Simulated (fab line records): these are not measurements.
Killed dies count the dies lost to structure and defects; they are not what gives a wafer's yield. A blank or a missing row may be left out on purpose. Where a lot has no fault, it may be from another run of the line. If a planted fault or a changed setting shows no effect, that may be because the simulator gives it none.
Which tool did it? | flow n5 finfet | 66 wafers from 22 lots sampled at 6 of the route's 1938 steps

## WHAT EACH GAUGE READ, for each wafer
No reading from a measuring or inspecting step in the record can be judged against a usual standard deviation.

## WHAT TOOL EACH LOT RAN ON (gives the tool, then ch and the chambers of the sampled wafers, and finally the start)
lot  | N5_BEOL_M6_CURE_75            | N5_BEOL_M6_CMP_52             | N5_BEOL_M7_DESCUM_16               | N5_BEOL_M7_STRIP_67                | N5_BEOL_M7_ETCH_41                            | N5_BEOL_M7_DEP_56
L074 | uv cure-03 ch 2, day 8 17:01  | cmp-04 ch 0,3, day 8 18:37    | rie diel-02 ch 1,2,3, day 8 20:50  | rie diel-02 ch 1,2,3, day 8 21:04  | rie diel-06 ch 1,2,3, day 9 01:28 or earlier  | pecvd-01 ch 0,1, day 9 01:28
L075 | uv cure-02 ch 2, day 8 20:58  | cmp-01 ch 0,1,3, day 9 00:08  | rie diel-06 ch 0,2,3, day 9 03:32  | rie diel-06 ch 0,2,3, day 9 03:46  | rie diel-06 ch 1,2,3, day 9 07:21 or earlier  | pecvd-02 ch 0,1,2, day 9 07:21
L077 | uv cure-01 ch 2, day 9 02:52  | cmp-01 ch 0,2,3, day 9 04:47  | rie diel-06 ch 1,2,3, day 9 07:08  | rie diel-06 ch 1,2,3, day 9 07:22  | rie diel-01 ch 0,2,3, day 9 15:28 or earlier  | pecvd-04 ch 0,1,2, day 9 15:28
L078 | uv cure-03 ch 1, day 9 15:49  | cmp-01 ch 1,2,3, day 9 17:31  | rie diel-06 ch 0,1,2, day 9 19:59  | rie diel-06 ch 0,1,2, day 9 20:13  | rie diel-06 ch 0,1,2, day 10 00:53 or earlier | pecvd-01 ch 1,2, day 10 00:53
L079 | uv cure-01 ch 1, day 9 19:07  | cmp-03 ch 0,1,2, day 9 21:17  | rie diel-02 ch 1,2, day 10 01:25   | rie diel-02 ch 1,2, day 10 01:39   | rie diel-06 ch 1,3, day 10 08:11 or earlier   | pecvd-01 ch 0,1,2, day 10 08:11
L080 | uv cure-03 ch 1, day 9 20:39  | cmp-04 ch 0,1,2, day 9 22:12  | rie diel-02 ch 0,2,3, day 10 01:54 | rie diel-02 ch 0,2,3, day 10 02:08 | rie diel-02 ch 1,2, day 10 07:52 or earlier   | pecvd-02 ch 0,1,2, day 10 07:52
L081 | uv cure-03 ch 1, day 10 07:16 | cmp-03 ch 0,1,3, day 10 10:49 | rie diel-01 ch 0,1,2, day 10 13:28 | rie diel-01 ch 0,1,2, day 10 13:42 | rie diel-01 ch 2,3, day 10 19:27 or earlier   | pecvd-04 ch 0,2, day 10 19:27
L082 | uv cure-01 ch 2, day 10 15:38 | cmp-03 ch 0,3, day 10 17:32   | rie diel-06 ch 0,2,3, day 10 19:38 | rie diel-06 ch 0,2,3, day 10 19:53 | rie diel-01 ch 0,1, day 11 02:38 or earlier   | pecvd-04 ch 0,2, day 11 02:38
L083 | uv cure-03 ch 1, day 10 18:38 | cmp-04 ch 0,2, day 10 20:12   | rie diel-02 ch 2,3, day 10 22:43   | rie diel-02 ch 2,3, day 10 22:58   | rie diel-06 ch 0,2,3, day 11 07:35 or earlier | pecvd-04 ch 0,1,2, day 11 07:35
L084 | uv cure-02 ch 1, day 10 18:46 | cmp-03 ch 0,2,3, day 10 20:27 | rie diel-01 ch 0,1,3, day 10 22:58 | rie diel-01 ch 0,1,3, day 10 23:12 | rie diel-01 ch 0,2,3, day 11 07:49 or earlier | pecvd-04 ch 0,1, day 11 07:49
L085 | uv cure-01 ch 2, day 11 14:15 | cmp-03 ch 0,3, day 11 16:30   | rie diel-06 ch 2,3, day 11 21:38   | rie diel-06 ch 2,3, day 11 21:59   | rie diel-02 ch 0,1,3, day 12 04:46 or earlier | pecvd-04 ch 0,1,2, day 12 04:46
L086 | uv cure-02 ch 2, day 12 02:02 | cmp-03 ch 0,1,2, day 12 04:22 | rie diel-02 ch 0,1,2, day 12 08:14 | rie diel-02 ch 0,1,2, day 12 08:29 | rie diel-06 ch 2,3, day 12 15:17 or earlier   | pecvd-04 ch 0,1,2, day 12 15:17
L089 | uv cure-03 ch 0, day 12 02:02 | cmp-04 ch 0,1,3, day 12 04:37 | rie diel-06 ch 2,3, day 12 08:05   | rie diel-06 ch 2,3, day 12 08:26   | rie diel-02 ch 0,2,3, day 12 14:45 or earlier | pecvd-01 ch 0,1,2, day 12 14:45
L088 | uv cure-03 ch 0, day 13 04:18 | cmp-01 ch 0,2, day 13 05:56   | rie diel-06 ch 0,2, day 13 08:20   | rie diel-06 ch 0,2, day 13 08:35   | rie diel-01 ch 0,2,3, day 13 13:50 or earlier | pecvd-01 ch 0,2, day 13 13:50
L090 | uv cure-01 ch 0, day 13 07:52 | cmp-04 ch 0,1,3, day 13 09:41 | rie diel-02 ch 0,3, day 13 12:10   | rie diel-02 ch 0,3, day 13 12:25   | rie diel-06 ch 2,3, day 13 17:05 or earlier   | pecvd-01 ch 1,2, day 13 17:05
L092 | uv cure-03 ch 0, day 13 10:43 | cmp-03 ch 2,3, day 13 12:12   | rie diel-02 ch 1,2,3, day 13 15:14 | rie diel-02 ch 1,2,3, day 13 15:29 | rie diel-02 ch 0,2,3, day 13 21:15 or earlier | pecvd-01 ch 1,2, day 13 21:15
L091 | uv cure-03 ch 2, day 13 11:05 | cmp-04 ch 0,3, day 13 15:08   | rie diel-06 ch 0,1,2, day 13 17:34 | rie diel-06 ch 0,1,2, day 13 17:48 | rie diel-01 ch 0,2,3, day 13 21:32 or earlier | pecvd-02 ch 0,2, day 13 21:32
L093 | uv cure-02 ch 2, day 14 10:42 | cmp-04 ch 0,2,3, day 14 12:58 | rie diel-01 ch 0,2,3, day 14 15:14 | rie diel-01 ch 0,2,3, day 14 15:28 | rie diel-01 ch 0,2,3, day 14 19:35 or earlier | pecvd-02 ch 0,1, day 14 19:35
L094 | uv cure-03 ch 0, day 14 11:06 | cmp-04 ch 1,2,3, day 14 15:21 | rie diel-01 ch 0,2,3, day 14 18:17 | rie diel-01 ch 0,2,3, day 14 18:31 | rie diel-02 ch 0,2,3, day 15 00:34 or earlier | pecvd-01 ch 1,2, day 15 00:34
L097 | uv cure-02 ch 0, day 14 17:25 | cmp-01 ch 0,2,3, day 14 19:02 | rie diel-01 ch 0,2,3, day 14 21:53 | rie diel-01 ch 0,2,3, day 14 22:07 | rie diel-01 ch 1,2,3, day 15 01:59 or earlier | pecvd-02 ch 0,1,2, day 15 01:59
L095 | uv cure-03 ch 1, day 14 17:54 | cmp-01 ch 0,1,3, day 14 20:53 | rie diel-06 ch 2,3, day 14 23:15   | rie diel-06 ch 2,3, day 14 23:29   | rie diel-02 ch 0,2,3, day 15 03:28 or earlier | pecvd-01 ch 0,1, day 15 03:28
L096 | uv cure-01 ch 2, day 14 21:43 | cmp-03 ch 0,2,3, day 15 00:04 | rie diel-01 ch 0,1,2, day 15 02:01 | rie diel-01 ch 0,1,2, day 15 02:15 | rie diel-06 ch 2,3, day 15 06:44 or earlier   | pecvd-02 ch 0,2, day 15 06:44
- N5_BEOL_M6_CURE_75: cures SiCOH lowk, time 120 s.
- N5_BEOL_M6_CMP_52: polishes, stops on SiCOH lowk, t overpolish 6.9 s, target thk 80 nm.
- N5_BEOL_M7_DESCUM_16: chemistry O2, time 7.9 s.
- N5_BEOL_M7_STRIP_67: strips in CF4.
- N5_BEOL_M7_ETCH_41: etches SiCN in CH3F/O2, target depth 31.9 nm, time 57.8 s.
- N5_BEOL_M7_DEP_56: deposits SiCN from 3MS/NH3, target thk 10 nm, time 17.5 s.

## AS READ BY THE TOOLS THEMSELVES (means over the sampled wafers that have a number; for cases with no such wafer, the mark the record gives instead)
N5_BEOL_M6_CURE_75. Usual: lamp power pct 52.32 %, standard deviation 0.053; wafer_temp_C_max 371.6, standard deviation 0.61.
lot  | tool       | lamp power pct (%) | wafer_temp_C_max | flag
L074 | uv cure-03 | 52.32              | 372.3            |
L075 | uv cure-02 | 52.37              | 372.2            |
L077 | uv cure-01 | 52.28              | 370.7            |
L078 | uv cure-03 | 52.28              | 371.9            |
L079 | uv cure-01 | 52.35              | 370.8            |
L080 | uv cure-03 | 52.32              | 371.8            |
L081 | uv cure-03 | 52.30              | 371.8            |
L082 | uv cure-01 | 52.32              | 371.1            |
L083 | uv cure-03 | 52.30              | 371.3            |
L084 | uv cure-02 | 52.36              | 371.3            |
L085 | uv cure-01 | 52.22              | 371.0            |
L086 | uv cure-02 | 52.25              | 372.5            |
L089 | uv cure-03 | 52.32              | 371.2            |
L088 | uv cure-03 | 52.30              | 371.1            |
L090 | uv cure-01 | 52.32              | 372.4            |
L092 | uv cure-03 | 52.28              | 371.8            |
L091 | uv cure-03 | 52.28              | 372.2            |
L093 | uv cure-02 | 52.27              | 372.5            |
L094 | uv cure-03 | 52.30              | 371.7            |
L097 | uv cure-02 | 52.33              | 372.5            |
L095 | uv cure-03 | 52.34              | 371.7            |
L096 | uv cure-01 | 52.31              | 370.6            |

N5_BEOL_M6_CMP_52. Usual: barrier field endpoint s 29.4 s, standard deviation 0.76; motor current A 6.0 A, standard deviation 0.51; overpolish run s 6.900 s, standard deviation 0.0085; pad life wafers 1079, standard deviation 600; time to endpoint s 64 s, standard deviation 3.1.
lot  | tool   | barrier field endpoint s (s) | motor current A (A) | overpolish run s (s) | pad life wafers | time to endpoint s (s) | flag
L074 | cmp-04 | 29.2                         | 6.3                 | 6.896                | 1706            | 61                     |
L075 | cmp-01 | 29.3                         | 5.7                 | 6.899                | 704             | 62                     |
L077 | cmp-01 | 28.8                         | 5.8                 | 6.896                | 752             | 64                     |
L078 | cmp-01 | 28.9                         | 5.7                 | 6.906                | 860             | 64                     |
L079 | cmp-03 | 29.7                         | 6.1                 | 6.896                | 1165            | 63                     |
L080 | cmp-04 | 29.8                         | 6.2                 | 6.896                | 1940            | 63                     |
L081 | cmp-03 | 29.3                         | 6.3                 | 6.901                | 1304            | 64                     |
L082 | cmp-03 | 28.3                         | 6.6                 | 6.894                | 1434            | 60                     |
L083 | cmp-04 | 28.7                         | 5.6                 | 6.899                | 19              | 63                     |
L084 | cmp-03 | 27.9                         | 6.1                 | 6.900                | 1478            | 62                     |
L085 | cmp-03 | 29.9                         | 6.5                 | 6.894                | 1627            | 64                     |
L086 | cmp-03 | 28.9                         | 6.2                 | 6.901                | 1699            | 65                     |
L089 | cmp-04 | 28.9                         | 6.1                 | 6.902                | 253             | 64                     |
L088 | cmp-01 | 29.9                         | 5.8                 | 6.899                | 1478            | 65                     |
L090 | cmp-04 | 29.2                         | 6.2                 | 6.902                | 398             | 62                     |
L092 | cmp-03 | 28.7                         | 6.0                 | 6.904                | 1938            | 60                     |
L091 | cmp-04 | 28.7                         | 6.2                 | 6.905                | 438             | 64                     |
L093 | cmp-04 | 29.6                         | 6.2                 | 6.899                | 584             | 66                     |
L094 | cmp-04 | 29.2                         | 6.5                 | 6.905                | 608             | 66                     |
L097 | cmp-01 | 29.6                         | 6.0                 | 6.904                | 1748            | 67                     |
L095 | cmp-01 | 30.2                         | 5.7                 | 6.900                | 1767            | 67                     |
L096 | cmp-03 | 30.0                         | 6.1                 | 6.908                | 49              | 62                     |

N5_BEOL_M7_DESCUM_16. Usual: bias power w 19.99 W, standard deviation 0.059; drypump motor current A 5.53 A, standard deviation 0.26; oes product au 0.79 a.u., standard deviation 0.084; rf vpp V 243.3 V, standard deviation 1.4; showerhead plenum p Torr 2.10 Torr, standard deviation 0.073; throttle valve pct 20.39 %, standard deviation 0.24.
lot  | tool        | bias power w (W) | drypump motor current A (A) | oes product au (a.u.) | rf vpp V (V) | showerhead plenum p Torr (Torr) | throttle valve pct (%) | flag
L074 | rie diel-02 | 20.01            | 5.61                        | 0.81                  | 242.4        | 2.05                            | 20.30                  |
L075 | rie diel-06 | 19.94            | 5.68                        | 0.76                  | 243.3        | 2.15                            | 20.31                  |
L077 | rie diel-06 | 19.98            | 5.54                        | 0.76                  | 245.4        | 2.15                            | 20.32                  |
L078 | rie diel-06 | 19.99            | 5.49                        | 0.69                  | 243.4        | 2.10                            | 20.48                  |
L079 | rie diel-02 | 20.05            | 5.77                        | 0.82                  | 244.0        | 2.09                            | 20.16                  |
L080 | rie diel-02 | 19.98            | 5.43                        | 0.75                  | 243.0        | 2.09                            | 20.39                  |
L081 | rie diel-01 | 20.01            | 5.56                        | 0.79                  | 243.4        | 2.10                            | 20.52                  |
L082 | rie diel-06 | 19.97            | 5.68                        | 0.75                  | 244.1        | 2.15                            | 20.33                  |
L083 | rie diel-02 | 19.95            | 5.66                        | 0.80                  | 242.9        | 2.08                            | 20.19                  |
L084 | rie diel-01 | 20.05            | 5.36                        | 0.85                  | 242.3        | 2.09                            | 20.45                  |
L085 | rie diel-06 | 19.97            | 5.75                        | 0.79                  | 244.6        | 2.20                            | 20.19                  |
L086 | rie diel-02 | 20.03            | 5.52                        | 0.85                  | 243.6        | 2.10                            | 20.25                  |
L089 | rie diel-06 | 19.94            | 5.55                        | 0.74                  | 243.7        | 2.18                            | 20.24                  |
L088 | rie diel-06 | 20.06            | 5.68                        | 0.88                  | 242.9        | 2.08                            | 20.26                  |
L090 | rie diel-02 | 20.01            | 5.27                        | 0.79                  | 242.4        | 2.04                            | 20.44                  |
L092 | rie diel-02 | 19.99            | 5.61                        | 0.77                  | 242.5        | 2.04                            | 20.36                  |
L091 | rie diel-06 | 19.97            | 5.53                        | 0.77                  | 243.5        | 2.09                            | 20.39                  |
L093 | rie diel-01 | 19.99            | 5.42                        | 0.82                  | 242.5        | 2.09                            | 20.64                  |
L094 | rie diel-01 | 19.97            | 5.46                        | 0.81                  | 242.9        | 2.08                            | 20.64                  |
L097 | rie diel-01 | 20.02            | 5.44                        | 0.82                  | 242.1        | 2.08                            | 20.65                  |
L095 | rie diel-06 | 20.05            | 5.57                        | 0.73                  | 244.8        | 2.18                            | 20.28                  |
L096 | rie diel-01 | 19.98            | 5.56                        | 0.85                  | 242.4        | 2.09                            | 20.42                  |

N5_BEOL_M7_STRIP_67. Usual: bias power w 75.02 W, standard deviation 0.22; drypump motor current A 5.53 A, standard deviation 0.26; oes product au 0.79 a.u., standard deviation 0.078; rf vpp V 271.2 V, standard deviation 1.6; showerhead plenum p Torr 1.80 Torr, standard deviation 0.055; throttle valve pct 13.52 %, standard deviation 0.26.
lot  | tool        | bias power w (W) | drypump motor current A (A) | oes product au (a.u.) | rf vpp V (V) | showerhead plenum p Torr (Torr) | throttle valve pct (%) | flag
L074 | rie diel-02 | 75.21            | 5.62                        | 0.81                  | 269.6        | 1.76                            | 13.41                  |
L075 | rie diel-06 | 75.23            | 5.69                        | 0.76                  | 271.8        | 1.84                            | 13.53                  |
L077 | rie diel-06 | 75.00            | 5.53                        | 0.75                  | 271.9        | 1.83                            | 13.49                  |
L078 | rie diel-06 | 74.75            | 5.51                        | 0.70                  | 271.6        | 1.81                            | 13.75                  |
L079 | rie diel-02 | 75.18            | 5.78                        | 0.83                  | 270.2        | 1.79                            | 13.29                  |
L080 | rie diel-02 | 74.89            | 5.42                        | 0.75                  | 270.9        | 1.78                            | 13.53                  |
L081 | rie diel-01 | 75.12            | 5.52                        | 0.79                  | 271.8        | 1.80                            | 13.63                  |
L082 | rie diel-06 | 75.10            | 5.71                        | 0.75                  | 271.9        | 1.84                            | 13.55                  |
L083 | rie diel-02 | 75.09            | 5.66                        | 0.80                  | 271.3        | 1.78                            | 13.33                  |
L084 | rie diel-01 | 74.82            | 5.35                        | 0.85                  | 272.1        | 1.78                            | 13.49                  |
L085 | rie diel-06 | 74.88            | 5.74                        | 0.79                  | 272.4        | 1.87                            | 13.31                  |
L086 | rie diel-02 | 75.04            | 5.54                        | 0.85                  | 271.4        | 1.79                            | 13.31                  |
L089 | rie diel-06 | 75.00            | 5.58                        | 0.74                  | 272.7        | 1.86                            | 13.44                  |
L088 | rie diel-06 | 75.14            | 5.67                        | 0.87                  | 270.8        | 1.81                            | 13.46                  |
L090 | rie diel-02 | 75.27            | 5.25                        | 0.79                  | 269.5        | 1.75                            | 13.52                  |
L092 | rie diel-02 | 75.02            | 5.60                        | 0.77                  | 269.8        | 1.74                            | 13.51                  |
L091 | rie diel-06 | 74.90            | 5.50                        | 0.77                  | 270.1        | 1.80                            | 13.61                  |
L093 | rie diel-01 | 75.08            | 5.42                        | 0.82                  | 271.5        | 1.78                            | 13.71                  |
L094 | rie diel-01 | 74.95            | 5.44                        | 0.82                  | 271.1        | 1.78                            | 13.70                  |
L097 | rie diel-01 | 74.98            | 5.45                        | 0.81                  | 270.6        | 1.78                            | 13.71                  |
L095 | rie diel-06 | 74.99            | 5.57                        | 0.73                  | 273.1        | 1.85                            | 13.49                  |
L096 | rie diel-01 | 74.89            | 5.56                        | 0.84                  | 271.6        | 1.79                            | 13.50                  |

N5_BEOL_M7_ETCH_41. Usual: drypump motor current A 5.53 A, standard deviation 0.26; oes product au 0.80 a.u., standard deviation 0.087; rf vpp V 297.6 V, standard deviation 1.5; showerhead plenum p Torr 2.01 Torr, standard deviation 0.071; throttle valve pct 16.27 %, standard deviation 0.27.
lot  | tool        | drypump motor current A (A) | oes product au (a.u.) | rf vpp V (V) | showerhead plenum p Torr (Torr) | throttle valve pct (%) | flag
L074 | rie diel-06 | 5.57                        | 0.76                  | 298.6        | 2.05                            | 16.20                  |
L075 | rie diel-06 | 5.55                        | 0.75                  | 298.6        | 2.05                            | 16.20                  |
L077 | rie diel-01 | 5.44                        | 0.75                  | 297.3        | 2.01                            | 16.61                  |
L078 | rie diel-06 | 5.51                        | 0.70                  | 297.7        | 2.00                            | 16.41                  |
L079 | rie diel-06 | 5.68                        | 0.79                  | 298.0        | 2.07                            | 16.19                  |
L080 | rie diel-02 | 5.75                        | 0.82                  | 297.1        | 1.98                            | 16.00                  |
L081 | rie diel-01 | 5.34                        | 0.77                  | 297.1        | 2.04                            | 16.66                  |
L082 | rie diel-01 | 5.45                        | 0.88                  | 298.1        | 2.00                            | 16.02                  |
L083 | rie diel-06 | 5.70                        | 0.75                  | 299.0        | 2.06                            | 16.29                  |
L084 | rie diel-01 | 5.46                        | 0.74                  | 296.4        | 2.00                            | 16.61                  |
L085 | rie diel-02 | 5.36                        | 0.84                  | 296.8        | 1.96                            | 16.20                  |
L086 | rie diel-06 | 5.72                        | 0.78                  | 298.9        | 2.10                            | 16.12                  |
L089 | rie diel-02 | 5.42                        | 0.82                  | 296.9        | 1.98                            | 16.09                  |
L088 | rie diel-01 | 5.45                        | 0.83                  | 296.2        | 2.00                            | 16.49                  |
L090 | rie diel-06 | 5.58                        | 0.73                  | 299.0        | 2.07                            | 16.16                  |
L092 | rie diel-02 | 5.43                        | 0.81                  | 296.9        | 1.98                            | 16.09                  |
L091 | rie diel-01 | 5.45                        | 0.82                  | 297.3        | 2.00                            | 16.49                  |
L093 | rie diel-01 | 5.42                        | 0.81                  | 297.3        | 1.99                            | 16.50                  |
L094 | rie diel-02 | 5.42                        | 0.80                  | 297.0        | 1.97                            | 16.12                  |
L097 | rie diel-01 | 5.47                        | 0.87                  | 298.3        | 2.04                            | 16.32                  |
L095 | rie diel-02 | 5.44                        | 0.80                  | 296.4        | 1.97                            | 16.12                  |
L096 | rie diel-06 | 5.58                        | 0.73                  | 298.9        | 2.07                            | 16.18                  |

N5_BEOL_M7_DEP_56. Usual: chamber pressure Torr 2.999 Torr, standard deviation 0.0068; showerhead plenum p Torr 3.664 Torr, standard deviation 0.016; throttle valve pct 8.9 %, standard deviation 0.39.
lot  | tool     | chamber pressure Torr (Torr) | showerhead plenum p Torr (Torr) | throttle valve pct (%) | flag
L074 | pecvd-01 | 3.003                        | 3.661                           | 9.3                    |
L075 | pecvd-02 | 2.998                        | 3.678                           | 8.8                    |
L077 | pecvd-04 | 3.000                        | 3.657                           | 8.7                    |
L078 | pecvd-01 | 3.001                        | 3.664                           | 9.3                    |
L079 | pecvd-01 | 2.995                        | 3.666                           | 9.1                    |
L080 | pecvd-02 | 2.995                        | 3.673                           | 8.8                    |
L081 | pecvd-04 | 3.000                        | 3.642                           | 8.6                    |
L082 | pecvd-04 | 3.002                        | 3.662                           | 8.8                    |
L083 | pecvd-04 | 3.002                        | 3.655                           | 8.6                    |
L084 | pecvd-04 | 2.999                        | 3.676                           | 8.6                    |
L085 | pecvd-04 | 2.998                        | 3.659                           | 8.7                    |
L086 | pecvd-04 | 2.993                        | 3.651                           | 8.7                    |
L089 | pecvd-01 | 2.999                        | 3.662                           | 9.1                    |
L088 | pecvd-01 | 3.000                        | 3.666                           | 9.1                    |
L090 | pecvd-01 | 3.000                        | 3.666                           | 9.2                    |
L092 | pecvd-01 | 2.996                        | 3.671                           | 9.1                    |
L091 | pecvd-02 | 2.999                        | 3.684                           | 8.8                    |
L093 | pecvd-02 | 3.007                        | 3.678                           | 9.0                    |
L094 | pecvd-01 | 2.994                        | 3.666                           | 9.4                    |
L097 | pecvd-02 | 3.005                        | 3.672                           | 8.8                    |
L095 | pecvd-01 | 2.998                        | 3.666                           | 9.2                    |
L096 | pecvd-02 | 3.003                        | 3.675                           | 8.4                    |

## THE ANSWER, worked out from the rows above alone
Rule: a lot is off if the mean of its wafers that have a number lies more than 3 standard deviations from the usual mean. Also off: a lot with no number at a reading for which 4 or more lots have one. Where the step has rows for the other lots, those lots are counted as sound. Order of review: gauges by route order, followed by the tools' own readings, for which a lot's mean as printed above is used. The first step at which some lot is off is used, and at that step the reading that is off furthest; a lot without a number counts as furthest.
No lot is off on any of the readings shown, so nothing can be concluded from this.

## WHAT THE SIMULATOR HAD INSERTED
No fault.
